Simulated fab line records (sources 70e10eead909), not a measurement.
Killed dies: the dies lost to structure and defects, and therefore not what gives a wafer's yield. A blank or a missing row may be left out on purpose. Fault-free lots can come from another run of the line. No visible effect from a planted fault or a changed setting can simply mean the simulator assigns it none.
A lot that was struck, set against a sound lot + flow nand harc + 36 out of 1302 route steps
Sound: wafers L164.4, L164.5, L164.6. The struck wafers were L178.4, L178.5, L178.6. The cause is named last.
Order at every step that has rows: each side's tool, ch and its chambers, its first start. Under that, the readings that differ: sound wafers + struck wafers + difference of the means + sigmas: that difference in standard deviations of wafers without a fault.
alike: a reading whose means differ by less than 2 such deviations, as well as words and numbers matching on both sides. not compared: withheld readings; readings where some wafer has no value; bounds like >300 that might hide an equal value; numbers whose values overlap and for which the record gives no deviation.
The two part at a step that has a row with sigmas, a row that says differs or no value, or rows on one side only. When numbers do not overlap yet have no deviation, they are printed without sigmas and do not part them. A reading that every wafer of one side lacks parts them only if that side has two wafers or more.

first, 4 steps without rows for these wafers: NHARC_A_WL_FILL_STRIP_28 (strips in post etch residue remover, time 1200 s); NHARC_A_WL_FILL_PRECLEAN_06 (cleans in DIW, time 300 s); NHARC_A_WL_FILL_SRD_07; NHARC_A_WL_FILL_ANNEAL_08 (time 1800 s).
NHARC_A_WL_FILL_ALD_10: deposits SiO2, target thk 50 nm, pulse time 10 s, ald cycles 500.
  sound on ald hk-04 ch 0,3, day 21 20:31; struck on ald hk-01 ch 1,2, day 27 20:50
  alike: heater power w, precursor pulse height rel
then, 1 step without rows for these wafers: NHARC_A_WL_FILL_ETCHBACK_16 (etches the open film in C4F8/O2/Ar, target depth 120 nm, time 24 s).
NHARC_A_WL_FILL_STRIP_29: strips in O2, time 20 s.
  sound on rie diel-01 ch 0,1,3, day 22 01:19; struck on rie diel-01 ch 0,1, day 28 01:05
  alike: drypump motor current A, oes product au, rf vpp V, showerhead plenum p Torr, throttle valve pct
  not compared: rf hours counter h
then, 4 steps without rows for these wafers: NHARC_A_WL_FILL_ETCHBACK_17 (etches the open film in Cl2/BCl3, target depth 4 nm, time 26.7 s); NHARC_A_WL_FILL_PRECLEAN_18 (cleans in dHF, time 30 s); NHARC_A_WL_FILL_SRD_21; NHARC_A_WL_FILL_CVD_23 (deposits poly-Si, target thk 40 nm, time 800 s).
NHARC_A_WL_FILL_ETCHBACK_26: etches the open film in HBr, target depth 52 nm, time 13.3 s.
  sound on rie si-04 ch 1,2, day 22 06:38; struck on rie si-04 ch 2,3, day 28 06:16
  alike: drypump motor current A, oes product au, throttle valve pct
  not compared: rf hours counter h
then, 3 steps without rows for these wafers: NHARC_A_WL_FILL_PRECLEAN_30 (cleans in dHF, time 10 s); NHARC_A_WL_FILL_SRD_14; NHARC_A_WL_FILL_ALD_19 (deposits TiN, target thk 2 nm, pulse time 3 s, ald cycles 100).
NHARC_A_WL_FILL_CVD_20: deposits W, target thk 100 nm, time 74 s.
  sound: cvd w-02 ch 0,1; struck: cvd w-01 ch 0,1
  alike: heater power w, throttle valve pct
NHARC_A_WL_FILL_CMP_12: polishes, t overpolish 30 s, target thk 100 nm.
  sound on cmp-03 ch 1,2, day 22 07:18; struck on cmp-01 ch 1,2, day 28 06:56
| reading             | sound          | struck         | difference | sigmas |
|---------------------|----------------|----------------|------------|--------|
| motor current A (A) | 13.1 13.3 12.8 | 10.9 10.7 10.5 | -2.4       | -2     |
  alike: overpolish run s, time to endpoint s
next, for these wafers, 1 step has no rows: NHARC_A_WL_FILL_SRD_31.
NHARC_A_CONTACT_DEP_24: deposits SiO2, target thk 500 nm.
  sound on pecvd-03 ch 0,1,2, day 22 07:59; struck on pecvd-02 ch 0,1,2, day 28 07:38
  alike: heater power w, throttle valve pct
then, 12 steps without rows for these wafers: NHARC_A_CONTACT_DEP_28 (deposits aC, target thk 7000 nm); NHARC_A_CONTACT_DEP_29 (deposits SiON, target thk 100 nm); NHARC_A_CONTACT_DEHYDRATE_32 (time 120 s); NHARC_A_CONTACT_HMDS_33 (time 30 s); NHARC_A_CONTACT_COAT_34 (time 75 s); NHARC_A_CONTACT_COAT_35 (time 65 s); NHARC_A_CONTACT_COAT_36 (resist thk 90 nm); NHARC_A_CONTACT_SOFTBAKE_37 (time 55 s); NHARC_A_CONTACT_EBR_38; NHARC_A_CONTACT_EXPOSE_39 (exposes mask A CC 3); NHARC_A_CONTACT_PEB_40 (peb time 65 s); NHARC_A_CONTACT_DEVELOP_41 (develop time 35 s).
NHARC_A_CONTACT_CD_MEAS_42: target cd 300 nm.
  sound on cd sem-02 ch 0, day 22 13:29; struck on cd sem-03 ch 0, day 28 13:05
  alike: cd nm
NHARC_A_CONTACT_OVL_MEAS_43:
  sound on overlay-02, day 22 13:34; struck on overlay-02, day 28 13:10
  alike: overlay x nm, overlay y nm
then, 2 steps without rows for these wafers: NHARC_A_CONTACT_DESCUM_47 (chemistry O2, time 3 s); NHARC_A_CONTACT_ETCH_48 (etches the open film in CF4, target depth 39 nm, time 65 s).
-- break in the record here, with 3 days between the starts of the struck wafers on either side (left off in module A_CONTACT, picked up again in module END, where the first step shown is number 1302 on the route) --
NHARC_END_SORT_01:
  the record has rows for the struck wafers here (prober-02 ch 0, day 31 18:22) and none for the sound ones

== WHERE THEY PART ==
Last at NHARC_END_SORT_01 as far as this record goes, first at NHARC_A_WL_FILL_CMP_12.

WHY: the cause the simulator had injected
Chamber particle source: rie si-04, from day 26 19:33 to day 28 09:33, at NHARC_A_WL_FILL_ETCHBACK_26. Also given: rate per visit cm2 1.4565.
